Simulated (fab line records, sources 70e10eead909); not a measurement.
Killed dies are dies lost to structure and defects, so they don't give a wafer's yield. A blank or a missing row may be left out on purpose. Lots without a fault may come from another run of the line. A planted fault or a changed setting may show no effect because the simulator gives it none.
fab line records | flow nand_harc
record lots=24 wafers=72 last_day=32
route steps=1302 shown A_WL_FILL@967 A_CONTACT@1002
lots that met no fault: from a run of the same line without faults
start_h: hours from the record's first day to the start of the lot's first wafer shown | wait_h: hours since the lot's step before | " the same as in the row above | L1.1+2: a row that stands for several wafers | - no value, or no start given | * or withheld: withheld | < > ~ a bound
route shown NAME@n: a module of which the file shows steps, and the number in the route of the first | usual: mean/standard deviation of fault-free wafers | same: alike in all rows | chamber/n: place in a boat | sites: the reading at each site | _std_site: their standard deviation | _edge_site: outer sites' mean less inner sites' | radius_mm: how far each site lies from the wafer's centre | mask NAME#n: copy n | behind: the tool/chamber that last shaped the wafer | hold: why the lot was held/for how many hours/how that ended | device: the transistor (n, p or np) that didn't switch | end of line: the same wafers' tests at the end of the route | a step without rows: its recipe alone | killed: dies lost to structure and defects at the first sort, not the wafer's yield | map: a wafer's dies, x killed, . not, _ none there
set.NAME: the setting as run; set.NAME@STEP: as run at that earlier step | model.NAME: the simulator's own value behind a step, which no gauge read
steps of the route over a sample of lots; a table a step, a row a wafer
services: from which hour (start_h, from the record's first day; less than 0 if before it) a tool's chamber was out of use, for how many hours, and why
## steps
# step NHARC_A_WL_FILL_STRIP_29
# recipe time_s=20 o2_flow_sccm=500 ar_flow_sccm=0 bias_w=0 chemistry=O2
# usual drypump_motor_current_A=5.7/0.4 oes_product_au=1.000/0.012 rf_vpp_V=57.9/0.81 showerhead_plenum_p_Torr=3.57/0.14 throttle_valve_pct=17.036/0.01
# same time_s=20
# columns lot.wafer tool chamber start_h wait_h drypump_motor_current_A oes_product_au rf_hours_counter_h rf_vpp_V showerhead_plenum_p_Torr throttle_valve_pct
L074.1 rie_diel-02 0 476.49 0.1 6.0 0.998 1.5 57.8 3.66 17.039
L074.2 " 1 " " 5.8 1.022 1.1 58.2 3.38 17.036
L074.6 " 3 " " 6.1 1.011 - 58.1 3.73 17.048
L075.1 rie_diel-12 1 494.98 0.1 5.7 1.017 1.6 57.6 3.75 17.040
L075.4 " 0 " " 5.3 0.996 1.1 57.4 3.65 17.047
L075.5 " 2 " " 5.0 1.003 - 58.2 3.65 17.045
L076.4 rie_diel-09 2 495.66 0.1 6.3 1.013 9.4 58.0 3.38 17.037
L076.1 " 3 " " 5.8 1.011 8.8 57.3 3.69 17.020
L076.5 " 2 " " 6.3 1.003 - 57.6 3.38 17.026
L077.2 rie_diel-02 0 498.58 0.1 6.0 0.985 1.9 58.0 3.66 17.053
L077.4 " 2 " " 6.0 1.012 2.1 56.4 3.39 17.043
L077.5 " 0 " " 6.0 0.992 - 58.2 3.66 17.043
L078.1 rie_diel-02 0 505.19 0.1 6.0 1.003 2.0 57.8 3.66 17.055
L078.2 " 3 " " 6.1 1.016 2.1 58.1 3.73 17.038
L078.6 " 1 " " 5.8 1.028 - 57.1 3.38 17.049
L079.4 rie_diel-09 1 530.92 0.1 6.1 0.986 0.8 56.8 3.49 17.026
L079.2 " 3 " " 5.8 0.986 1.1 58.5 3.69 17.029
L079.5 " 1 " " 6.1 0.991 - 57.8 3.49 17.024
L081.4 rie_diel-12 1 547.20 0.1 5.7 1.005 3.6 57.9 3.75 17.030
L081.1 " 3 " " 5.8 0.995 3.4 58.2 3.67 17.055
L081.5 " 0 " " 5.3 0.994 - 56.9 3.65 17.032
L080.2 rie_diel-09 0 547.23 0.1 5.0 1.009 1.5 58.8 3.40 17.043
L080.1 " 2 " " 6.3 1.006 1.5 57.6 3.38 17.021
L080.6 " 0 " " 5.0 1.002 - 56.8 3.40 17.034
L082.3 rie_diel-02 2 558.39 0.1 6.0 1.010 2.9 56.4 3.39 17.045
L082.4 " 3 " " 6.1 0.992 3.4 57.9 3.73 17.015
L082.5 " 3 " " 6.1 0.992 - 58.6 3.73 17.040
L083.4 rie_diel-02 1 565.69 0.1 5.8 1.011 2.7 57.5 3.38 17.024
L083.3 " 0 " " 6.0 0.994 3.2 57.5 3.66 17.031
L083.6 " 1 " " 5.8 0.998 - 57.8 3.38 17.025
L084.4 rie_diel-12 2 580.09 0.1 5.0 1.011 4.7 58.7 3.65 17.045
L084.1 " 3 " " 5.7 0.986 4.5 58.5 3.67 17.044
L084.5 " 2 " " 5.0 1.003 - 57.7 3.65 17.043
L087.3 rie_diel-09 3 598.64 0.1 5.8 0.995 4.2 57.6 3.68 17.030
L087.1 " 1 " " 6.1 0.985 3.9 57.1 3.49 17.049
L087.2 " 2 " " 6.3 1.009 4.3 59.2 3.37 17.027
L085.2 rie_diel-12 1 599.88 0.1 5.7 1.021 5.3 58.0 3.75 17.042
L085.3 " 0 " " 5.3 0.988 4.4 57.7 3.65 17.030
L085.6 " 2 " " 5.0 0.997 - 56.3 3.65 17.021
L086.1 rie_diel-09 0 610.43 0.1 5.0 0.996 4.2 57.9 3.39 17.049
L086.4 " 1 " " 6.1 0.989 4.1 57.3 3.49 17.044
L086.3 " 2 " " 6.3 1.001 4.5 56.2 3.37 17.039
L091.3 rie_diel-09 1 631.71 0.1 6.1 0.991 5.4 57.4 3.49 17.028
L091.4 " 2 " " 6.3 0.984 5.8 58.4 3.37 17.032
L091.2 " 3 " " 5.8 0.991 5.5 58.7 3.68 17.035
L090.4 rie_diel-12 3 631.74 0.1 5.7 0.990 0.0 58.9 3.67 17.029
L090.2 " 1 " " 5.7 1.014 0.0 58.0 3.75 17.029
L090.5 " 0 " " 5.3 0.990 - 57.7 3.65 17.031
L089.2 rie_diel-02 0 636.53 0.1 6.0 0.975 1.5 59.2 3.66 17.044
L089.4 " 1 " " 5.8 1.014 1.4 57.3 3.38 17.042
L089.5 " 3 " " 6.1 0.997 - 56.9 3.73 17.031
L088.2 rie_diel-02 1 641.92 0.1 5.8 1.010 1.5 58.7 3.38 17.035
L088.6 " 3 " " 6.1 1.004 - 57.8 3.73 17.034
L088.5 " 0 " " 6.0 0.988 - 58.1 3.66 17.027
L093.1 rie_diel-09 0 656.32 0.1 4.9 1.000 7.0 57.5 3.39 17.048
L093.2 " 1 " " 6.1 0.980 6.9 56.1 3.49 17.045
L093.5 " 0 " " 5.0 1.004 - 58.5 3.39 17.022
L092.2 rie_diel-12 0 656.33 0.1 5.3 0.996 0.8 59.1 3.65 17.045
L092.4 " 2 " " 5.0 0.999 0.9 59.5 3.65 17.033
L092.6 " 0 " " 5.3 0.985 - 58.5 3.65 17.039
L094.1 rie_diel-02 1 675.13 0.1 5.8 1.001 2.5 57.5 3.38 17.035
L094.3 " 3 " " 6.1 1.005 2.7 58.4 3.73 17.025
L094.2 " 0 " " 6.0 0.977 2.5 59.2 3.66 17.037
L095.1 rie_diel-12 0 675.15 0.1 5.3 1.005 1.5 57.0 3.65 17.013
L095.2 " 1 " " 5.7 1.015 1.6 57.7 3.74 17.034
L095.6 " 3 " " 5.7 0.993 - 58.0 3.67 17.023
L097.3 rie_diel-02 1 683.80 0.1 5.8 1.016 2.5 58.2 3.38 17.023
L097.1 " 3 " " 6.1 1.002 2.8 58.9 3.73 17.023
L097.5 " 1 " " 5.8 1.007 - 58.3 3.38 17.048
L096.4 rie_diel-12 0 688.44 0.1 5.3 1.001 2.0 58.0 3.65 17.030
L096.1 " 1 " " 5.7 1.024 2.0 57.4 3.74 17.045
L096.6 " 3 " " 5.7 0.987 - 58.6 3.67 17.030
# step NHARC_A_CONTACT_ETCH_49
# recipe target_depth_a=2600 over_etch_frac=0.3 time_s=475.3 ion_energy_ev=200 n2_flow_sccm=150 h2_flow_sccm=150 ar_flow_sccm=0 rf_w=400 bias_w=150 chemistry=N2/H2
# usual drypump_motor_current_A=5.7/0.49 n2_flow_sccm=150.0/0.41 oes_product_au=0.999/0.013 rf_vpp_V=430.9/2.7 showerhead_plenum_p_Torr=2.05/0.093 throttle_valve_pct=14.171/0.0094
# same time_s=475.3
# columns lot.wafer tool chamber start_h wait_h drypump_motor_current_A n2_flow_sccm oes_product_au rf_hours_counter_h rf_vpp_V showerhead_plenum_p_Torr throttle_valve_pct
L074.1 rie_diel-04 1 - - 5.5 149.9 1.001 21 431.8 2.06 14.195
L074.2 " 2 " " 6.4 150.3 1.002 18 427.7 1.96 14.172
L074.6 " 2 " " 6.4 150.5 1.009 - 428.4 1.96 14.186
L076.4 rie_diel-08 3 - - 5.1 149.5 0.990 49 431.7 2.08 14.166
L076.1 " 0 " " 6.1 149.6 1.007 46 435.8 2.20 14.180
L076.5 " 2 " " 6.3 149.5 1.013 - 430.9 2.04 14.159
L075.4 rie_diel-08 0 - - 6.0 150.5 1.023 46 434.8 2.20 14.175
L075.1 " 3 " " 5.1 149.7 0.993 49 432.4 2.08 14.175
L075.5 " 1 " " 5.5 149.3 1.006 - 429.9 2.04 14.170
L077.2 rie_diel-08 2 - - 6.3 150.7 1.009 50 430.1 2.04 14.161
L077.4 " 3 " " 5.1 150.1 0.986 51 432.1 2.08 14.173
L077.5 " 1 " " 5.5 150.4 0.998 - 430.3 2.04 14.177
L078.2 rie_diel-08 1 - - 5.5 149.1 0.988 50 430.6 2.04 14.186
L078.1 " 3 " " 5.1 150.0 0.984 53 432.8 2.08 14.175
L078.6 " 0 " " 6.1 149.8 1.010 - 436.6 2.20 14.167
L079.2 rie_diel-04 0 - - 6.0 149.8 1.010 0 432.4 2.14 14.172
L079.4 " 3 " " 5.0 149.2 0.991 0 426.4 1.90 14.182
L079.5 " 1 " " 5.5 149.9 0.982 - 430.5 2.05 14.178
L081.4 rie_diel-10 0 - - 5.0 150.5 0.995 34 435.9 2.19 14.175
L081.1 " 2 " " 5.1 150.3 1.001 37 435.1 2.19 14.176
L081.5 " 3 " " 5.8 150.4 0.985 - 430.7 2.05 14.168
L080.1 rie_diel-04 3 - - 5.0 149.6 0.986 2 425.4 1.90 14.166
L080.2 " 0 " " 6.0 150.0 1.005 3 434.5 2.14 14.155
L080.6 " 3 " " 5.0 149.3 0.996 - 427.3 1.90 14.169
L082.3 rie_diel-10 0 - - 5.0 150.2 0.998 36 435.3 2.19 14.184
L082.4 " 1 " " 5.5 149.9 0.980 33 433.5 2.16 14.187
L082.5 " 2 " " 5.1 150.4 1.004 - 434.7 2.18 14.175
L083.3 rie_diel-08 2 - - 6.3 150.1 1.006 10 428.6 2.03 14.158
L083.4 " 2 " " 6.3 149.2 1.000 - 431.2 2.03 14.166
L083.6 " 3 " " 5.1 150.0 1.014 - 430.3 2.07 14.165
L084.4 rie_diel-10 1 - - 5.5 149.9 0.989 41 434.9 2.16 14.166
L084.1 " 3 " " 5.8 149.5 0.980 49 430.5 2.04 14.157
L084.5 " 1 " " 5.5 150.4 0.987 - 433.6 2.16 14.178
L087.1 rie_diel-04 2 - - 6.3 150.1 1.004 10 429.3 1.95 14.177
L087.3 " 3 " " 5.0 149.4 0.976 10 427.7 1.89 14.176
L087.2 " 1 " " 5.5 150.2 0.994 9 429.8 2.05 14.162
L085.2 rie_diel-04 0 - - 6.0 150.2 1.000 9 432.0 2.14 14.172
L085.3 " 2 " " 6.4 149.6 0.993 10 429.0 1.95 14.170
L085.6 " 3 " " 5.0 149.7 0.980 - 425.4 1.89 14.164
L086.1 rie_diel-04 1 - - 5.5 149.8 0.995 11 430.7 2.05 14.170
L086.3 " 3 " " 5.0 150.3 0.986 12 426.1 1.89 14.163
L086.4 " 0 " " 6.0 149.7 1.000 11 432.6 2.14 14.158
L091.3 rie_diel-04 1 - - 5.5 150.1 0.984 15 428.9 2.05 14.158
L091.4 " 2 " " 6.4 150.2 0.985 16 427.8 1.95 14.169
L091.2 " 0 " " 6.0 150.2 0.990 15 433.3 2.14 14.150
L090.4 rie_diel-08 2 - - 6.3 149.7 1.005 36 430.3 2.02 14.167
L090.2 " 1 " " 5.5 150.1 0.982 28 429.1 2.03 14.165
L090.5 " 3 " " 5.1 150.4 1.003 - 432.1 2.06 14.179
L089.4 rie_diel-04 2 - - 6.3 150.2 1.001 17 428.6 1.95 14.167
L089.2 " 3 " " 5.0 149.9 0.980 17 424.3 1.89 14.171
L089.5 " 2 " " 6.3 150.4 1.002 - 428.5 1.95 14.174
L088.2 rie_diel-04 1 - - 5.5 149.6 0.991 17 431.3 2.05 14.177
L088.5 " 1 " " 5.5 149.4 0.979 - 431.3 2.05 14.172
L088.6 " 0 " " 6.0 149.8 1.006 - 432.5 2.13 14.173
L093.1 rie_diel-08 1 - - 5.5 150.1 0.997 35 431.7 2.03 14.173
L093.2 " 2 " " 6.3 150.5 1.003 44 429.8 2.02 14.171
L093.5 " 0 " " 6.1 150.2 1.028 - 434.4 2.18 14.177
L092.2 rie_diel-04 2 - - 6.4 149.8 0.996 21 428.0 1.95 14.174
L092.4 " 3 " " 5.0 149.8 0.984 23 426.4 1.89 14.175
L092.6 " 1 " " 5.5 150.1 0.995 - 430.7 2.05 14.157
L095.1 rie_diel-08 0 - - 6.0 149.4 1.021 46 434.1 2.18 14.153
L095.2 " 3 " " 5.1 149.4 0.999 50 430.1 2.06 14.196
L095.6 " 1 " " 5.5 150.1 0.988 - 430.3 2.02 14.183
L094.2 rie_diel-04 2 - - 6.4 150.1 1.006 24 427.9 1.95 14.168
L094.3 " 3 " " 5.0 150.0 1.002 26 426.3 1.89 14.166
L094.1 " 0 " " 6.0 149.7 1.002 25 433.2 2.13 14.166
L097.3 rie_diel-08 1 - - 5.5 149.9 1.001 47 430.4 2.02 14.166
L097.1 " 3 " " 5.1 150.7 1.010 52 429.8 2.05 14.165
L097.5 " 1 " " 5.5 149.7 0.994 - 430.1 2.02 14.163
L096.1 rie_diel-08 3 - - 5.1 151.0 1.002 54 430.9 2.05 14.160
L096.4 " 1 " " 5.5 149.7 0.990 49 429.9 2.02 14.178
L096.6 " 2 " " 6.4 150.9 1.002 - 430.0 2.01 14.172
# step NHARC_A_CONTACT_ETCH_111
# recipe source_w=withheld pressure_mtorr=20 bias_v=withheld time_s=140 target_depth_a=7000 ar_flow_sccm=withheld c4f8_flow_sccm=withheld o2_flow_sccm=withheld chemistry=C4F8/O2/Ar
# same time_s=140
# columns lot.wafer tool chamber start_h wait_h rf_hours_counter_h
L074.2 har_cap_etch-01 1 494.17 - 126
L074.1 " 0 " " 126
L074.6 " 1 " " -
L076.1 har_cap_etch-03 1 512.28 - 41
L076.4 " 0 " " -
L076.5 " 1 " " -
L075.1 har_cap_etch-01 1 514.03 - 0
L075.4 " 0 " " -
L075.5 " 1 " " -
L077.2 har_cap_etch-02 0 515.17 - 89
L077.4 " 1 " " -
L077.5 " 1 " " -
L078.2 har_cap_etch-01 0 519.45 - 2
L078.1 " 1 " " 2
L078.6 " 1 " " -
L079.2 har_cap_etch-01 1 544.81 - 8
L079.4 " 1 " " -
L079.5 " 0 " " -
L081.1 har_cap_etch-02 1 561.33 - 95
L081.4 " 0 " " -
L081.5 " 0 " " -
L080.1 har_cap_etch-01 1 561.44 - 10
L080.2 " 0 " " 10
L080.6 " 0 " " -
L082.4 har_cap_etch-01 1 572.49 - -
L082.3 " 0 " " -
L082.5 " 1 " " -
L083.3 har_cap_etch-01 1 583.05 - -
L083.4 " 0 " " -
L083.6 " 0 " " -
L084.1 har_cap_etch-02 0 594.71 - 102
L084.4 " 1 " " -
L084.5 " 1 " " -
L087.1 har_cap_etch-02 0 614.99 - 104
L087.2 " 1 " " 104
L087.3 " 0 " " -
L085.2 har_cap_etch-03 0 616.34 - 59
L085.3 " 0 " " -
L085.6 " 1 " " -
L086.1 har_cap_etch-02 0 625.70 - 107
L086.4 " 1 " " -
L086.3 " 0 " " -
L091.2 har_cap_etch-03 1 646.03 - 64
L091.4 " 1 " " -
L091.3 " 0 " " -
L090.2 har_cap_etch-01 0 646.22 - 25
L090.4 " 1 " " -
L090.5 " 1 " " -
L089.2 har_cap_etch-02 0 650.65 - 112
L089.4 " 0 " " -
L089.5 " 1 " " -
L088.2 har_cap_etch-01 0 656.22 - 27
L088.6 " 0 " " -
L088.5 " 1 " " -
L093.2 har_cap_etch-03 0 672.21 - 70
L093.1 " 1 " " 70
L093.5 " 1 " " -
L092.2 har_cap_etch-02 0 672.84 - 118
L092.4 " 0 " " -
L092.6 " 1 " " -
L095.2 har_cap_etch-03 0 690.15 - 74
L095.1 " 1 " " 74
L095.6 " 0 " " -
L094.2 har_cap_etch-02 0 690.58 - 122
L094.1 " 1 " " 122
L094.3 " 0 " " -
L097.1 har_cap_etch-01 1 698.47 - 37
L097.3 " 0 " " -
L097.5 " 1 " " -
L096.1 har_cap_etch-01 0 705.02 - 39
L096.4 " 0 " " -
L096.6 " 1 " " -
# step NHARC_A_CONTACT_ETCH_113
# recipe source_w=withheld pressure_mtorr=20 bias_v=3000 time_s=190 target_depth_a=18500 ar_flow_sccm=withheld c4f8_flow_sccm=withheld o2_flow_sccm=withheld chemistry=C4F8/O2/Ar
# same time_s=190
# columns lot.wafer tool chamber start_h wait_h rf_hours_counter_h
L074.2 har_cap_etch-01 1 494.53 0.1 126
L074.1 " 0 " " 126
L074.6 " 1 " " -
L076.1 har_cap_etch-03 1 512.65 0.1 41
L076.4 " 0 " " -
L076.5 " 1 " " -
L075.1 har_cap_etch-01 1 514.40 0.1 0
L075.4 " 0 " " -
L075.5 " 1 " " -
L077.2 har_cap_etch-02 0 515.54 0.1 89
L077.4 " 1 " " -
L077.5 " 1 " " -
L078.2 har_cap_etch-01 0 519.82 0.1 3
L078.1 " 1 " " 3
L078.6 " 1 " " -
L079.2 har_cap_etch-01 1 545.30 0.2 8
L079.4 " 1 " " -
L079.5 " 0 " " -
L081.1 har_cap_etch-02 1 561.70 0.1 96
L081.4 " 0 " " -
L081.5 " 0 " " -
L080.1 har_cap_etch-01 1 561.81 0.1 10
L080.2 " 0 " " 10
L080.6 " 0 " " -
L082.4 har_cap_etch-01 1 572.85 0.1 -
L082.3 " 0 " " -
L082.5 " 1 " " -
L083.3 har_cap_etch-01 1 583.42 0.1 -
L083.4 " 0 " " -
L083.6 " 0 " " -
L084.1 har_cap_etch-02 0 595.08 0.1 102
L084.4 " 1 " " -
L084.5 " 1 " " -
L087.1 har_cap_etch-02 0 615.36 0.1 105
L087.2 " 1 " " 105
L087.3 " 0 " " -
L085.2 har_cap_etch-03 0 616.72 0.1 59
L085.3 " 0 " " -
L085.6 " 1 " " -
L086.1 har_cap_etch-02 0 626.07 0.1 107
L086.4 " 1 " " -
L086.3 " 0 " " -
L091.2 har_cap_etch-03 1 646.53 0.2 65
L091.4 " 1 " " -
L091.3 " 0 " " -
L090.2 har_cap_etch-01 0 646.59 0.1 25
L090.4 " 1 " " -
L090.5 " 1 " " -
L089.2 har_cap_etch-02 0 651.02 0.1 112
L089.4 " 0 " " -
L089.5 " 1 " " -
L088.2 har_cap_etch-01 0 656.59 0.1 27
L088.6 " 0 " " -
L088.5 " 1 " " -
L093.2 har_cap_etch-03 0 672.58 0.1 70
L093.1 " 1 " " 70
L093.5 " 1 " " -
L092.2 har_cap_etch-02 0 673.20 0.1 118
L092.4 " 0 " " -
L092.6 " 1 " " -
L095.2 har_cap_etch-03 0 690.52 0.1 74
L095.1 " 1 " " 74
L095.6 " 0 " " -
L094.2 har_cap_etch-02 0 690.95 0.1 122
L094.1 " 1 " " 122
L094.3 " 0 " " -
L097.1 har_cap_etch-01 1 698.83 0.1 37
L097.3 " 0 " " -
L097.5 " 1 " " -
L096.1 har_cap_etch-01 0 705.40 0.1 40
L096.4 " 0 " " -
L096.6 " 1 " " -
# step NHARC_A_CONTACT_ETCH_115
# recipe source_w=withheld pressure_mtorr=20 bias_v=3000 time_s=190 target_depth_a=18500 ar_flow_sccm=withheld c4f8_flow_sccm=withheld o2_flow_sccm=withheld chemistry=C4F8/O2/Ar
# same time_s=190
# columns lot.wafer tool chamber start_h wait_h rf_hours_counter_h
L074.2 har_cap_etch-01 1 494.88 0.1 126
L074.1 " 0 " " 126
L074.6 " 1 " " -
L076.1 har_cap_etch-03 1 512.98 0.1 41
L076.4 " 0 " " -
L076.5 " 1 " " -
L075.1 har_cap_etch-01 1 514.74 0.1 1
L075.4 " 0 " " -
L075.5 " 1 " " -
L077.2 har_cap_etch-02 0 515.89 0.1 89
L077.4 " 1 " " -
L077.5 " 1 " " -
L078.2 har_cap_etch-01 0 520.16 0.1 3
L078.1 " 1 " " 3
L078.6 " 1 " " -
L079.2 har_cap_etch-01 1 545.75 0.2 8
L079.4 " 1 " " -
L079.5 " 0 " " -
L081.1 har_cap_etch-02 1 562.04 0.1 96
L081.4 " 0 " " -
L081.5 " 0 " " -
L080.1 har_cap_etch-01 1 562.16 0.1 11
L080.2 " 0 " " 11
L080.6 " 0 " " -
L082.4 har_cap_etch-01 1 573.19 0.1 -
L082.3 " 0 " " -
L082.5 " 1 " " -
L083.3 har_cap_etch-01 1 583.76 0.1 -
L083.4 " 0 " " -
L083.6 " 0 " " -
L084.1 har_cap_etch-02 0 595.42 0.1 103
L084.4 " 1 " " -
L084.5 " 1 " " -
L087.1 har_cap_etch-02 0 615.70 0.1 105
L087.2 " 1 " " 105
L087.3 " 0 " " -
L085.2 har_cap_etch-03 0 617.06 0.1 59
L085.3 " 0 " " -
L085.6 " 1 " " -
L086.1 har_cap_etch-02 0 626.41 0.1 107
L086.4 " 1 " " -
L086.3 " 0 " " -
L090.2 har_cap_etch-01 0 646.93 0.1 25
L090.4 " 1 " " -
L090.5 " 1 " " -
L091.2 har_cap_etch-03 1 646.98 0.2 65
L091.4 " 1 " " -
L091.3 " 0 " " -
L089.2 har_cap_etch-02 0 651.37 0.1 112
L089.4 " 0 " " -
L089.5 " 1 " " -
L088.2 har_cap_etch-01 0 656.93 0.1 28
L088.6 " 0 " " -
L088.5 " 1 " " -
L093.2 har_cap_etch-03 0 672.93 0.1 70
L093.1 " 1 " " 70
L093.5 " 1 " " -
L092.2 har_cap_etch-02 0 673.55 0.1 118
L092.4 " 0 " " -
L092.6 " 1 " " -
L095.2 har_cap_etch-03 0 690.86 0.1 74
L095.1 " 1 " " 74
L095.6 " 0 " " -
L094.2 har_cap_etch-02 0 691.29 0.1 122
L094.1 " 1 " " 122
L094.3 " 0 " " -
L097.1 har_cap_etch-01 1 699.18 0.1 38
L097.3 " 0 " " -
L097.5 " 1 " " -
L096.1 har_cap_etch-01 0 705.74 0.1 40
L096.4 " 0 " " -
L096.6 " 1 " " -
# step NHARC_A_CONTACT_ETCH_122
# recipe source_w=withheld pressure_mtorr=20 bias_v=3000 time_s=190 target_depth_a=18500 ar_flow_sccm=withheld c4f8_flow_sccm=withheld o2_flow_sccm=withheld chemistry=C4F8/O2/Ar
# same time_s=190
# columns lot.wafer tool chamber start_h wait_h rf_hours_counter_h
L074.2 har_cap_etch-01 1 496.08 0.1 127
L074.1 " 0 " " 127
L074.6 " 1 " " -
L076.1 har_cap_etch-03 1 514.18 0.1 43
L076.4 " 0 " " -
L076.5 " 1 " " -
L075.1 har_cap_etch-01 1 515.93 0.1 2
L075.4 " 0 " " -
L075.5 " 1 " " -
L077.2 har_cap_etch-02 0 517.07 0.1 90
L077.4 " 1 " " -
L077.5 " 1 " " -
L078.2 har_cap_etch-01 0 521.36 0.1 4
L078.1 " 1 " " 4
L078.6 " 1 " " -
L079.2 har_cap_etch-01 1 547.34 0.2 9
L079.4 " 1 " " -
L079.5 " 0 " " -
L081.1 har_cap_etch-02 1 563.25 0.1 97
L081.4 " 0 " " -
L081.5 " 0 " " -
L080.1 har_cap_etch-01 1 563.36 0.1 12
L080.2 " 0 " " 12
L080.6 " 0 " " -
L082.4 har_cap_etch-01 1 574.38 0.1 -
L082.3 " 0 " " -
L082.5 " 1 " " -
L083.3 har_cap_etch-01 1 584.96 0.1 -
L083.4 " 0 " " -
L083.6 " 0 " " -
L084.1 har_cap_etch-02 0 596.62 0.1 104
L084.4 " 1 " " -
L084.5 " 1 " " -
L087.1 har_cap_etch-02 0 616.90 0.1 106
L087.2 " 1 " " 106
L087.3 " 0 " " -
L085.2 har_cap_etch-03 0 618.25 0.1 60
L085.3 " 0 " " -
L085.6 " 1 " " -
L086.1 har_cap_etch-02 0 627.60 0.1 108
L086.4 " 1 " " -
L086.3 " 0 " " -
L090.2 har_cap_etch-01 0 648.13 0.1 27
L090.4 " 1 " " -
L090.5 " 1 " " -
L091.2 har_cap_etch-03 1 648.57 0.2 66
L091.4 " 1 " " -
L091.3 " 0 " " -
L089.2 har_cap_etch-02 0 652.56 0.1 113
L089.4 " 0 " " -
L089.5 " 1 " " -
L088.2 har_cap_etch-01 0 658.13 0.1 29
L088.6 " 0 " " -
L088.5 " 1 " " -
L093.2 har_cap_etch-03 0 674.13 0.1 72
L093.1 " 1 " " 72
L093.5 " 1 " " -
L092.2 har_cap_etch-02 0 674.74 0.1 119
L092.4 " 0 " " -
L092.6 " 1 " " -
L095.2 har_cap_etch-03 0 692.06 0.1 75
L095.1 " 1 " " 75
L095.6 " 0 " " -
L094.2 har_cap_etch-02 0 692.49 0.1 123
L094.1 " 1 " " 123
L094.3 " 0 " " -
L097.1 har_cap_etch-01 1 700.38 0.1 39
L097.3 " 0 " " -
L097.5 " 1 " " -
L096.1 har_cap_etch-01 0 706.94 0.1 41
L096.4 " 0 " " -
L096.6 " 1 " " -
## services
# columns tool chamber start_h hours kind
rie_diel-12 0 455.80 10.3 repair
rie_diel-04 - 457.55 0.2 repair
rie_diel-02 1 470.53 3.1 repair
rie_diel-04 0 491.26 12.4 repair
har_cap_etch-01 - 497.00 17.0 pm
rie_diel-09 - 497.11 9.0 pm
rie_diel-02 2 514.53 8.2 repair
rie_diel-02 1 514.61 8.0 repair
rie_diel-04 3 515.41 4.2 repair
rie_diel-02 0 519.91 4.8 repair
rie_diel-09 3 528.53 1.6 repair
rie_diel-02 2 530.47 4.6 repair
rie_diel-04 - 531.90 9.0 pm
rie_diel-08 - 541.65 3.1 repair
rie_diel-08 - 544.84 9.0 pm
rie_diel-12 0 562.11 6.8 repair
rie_diel-02 - 574.04 9.0 pm
rie_diel-08 1 607.41 5.6 repair
rie_diel-12 - 622.40 9.0 pm
rie_diel-09 0 641.33 5.1 repair
rie_diel-02 - 642.66 0.9 repair
rie_diel-04 2 651.55 7.8 repair
rie_diel-09 - 674.11 9.0 pm
rie_diel-02 3 684.12 3.1 repair
## key
fault none
